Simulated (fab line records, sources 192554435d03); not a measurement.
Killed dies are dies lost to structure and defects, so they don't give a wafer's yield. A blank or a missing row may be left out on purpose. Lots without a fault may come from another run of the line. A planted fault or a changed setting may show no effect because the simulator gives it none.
Chamber matching | flow n5_finfet | N5_PASSIVATION_PECVD_01 on pecvd-03: 3 sister chambers
The step deposits SiNx from SiH4/NH3/N2, target thk 200 nm, time 43.2 s. 3 wafers are shown with their chamber, then 9 later ones without.

WAFERS WITH THEIR CHAMBER
wafer  | chamber | showerhead_plenum_p_Torr (Torr)
L084.3 | 0       | 8.77
L086.5 | 1       | 8.72
L090.5 | 2       | 8.83

WAFERS WITHOUT THEIR CHAMBER
wafer  | showerhead_plenum_p_Torr (Torr)
L094.1 | 8.84
L094.5 | 8.72
L094.6 | 8.82
L097.3 | 8.82
L097.5 | 8.74
L097.6 | 8.81
L096.2 | 8.72
L096.4 | 8.79
L096.6 | 8.82

WHICH CHAMBER EACH WENT THROUGH
wafer  | from the rows above     | in truth
L094.1 | 2                       | 2
L094.5 | 1                       | 1
L094.6 | 2                       | 2
L097.3 | 2                       | 2
L097.5 | can't be placed: 1 or 0 | 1
L097.6 | can't be placed: 2 or 0 | 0
L096.2 | 1                       | 1
L096.4 | can't be placed: 0 or 2 | 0
L096.6 | 2                       | 2
Placed correctly: 6 of 9. Can't be placed from these rows: 3 (the true chamber is among the candidates in 3). Placed wrongly: 0.
How it was worked out, from the rows above alone: a wafer's distance from a chamber is the root of the sum, over the readings, of the square of ((its reading less the chamber's mean) divided by the reading's scatter). The wafer belongs to the nearest chamber; if the next one is less than 2 further off, it can't be placed. A chamber's mean is the mean of its shown wafers. The scatter: with one shown wafer a chamber, the root of the mean of the squares of how far each hidden wafer lies from its nearest shown one.
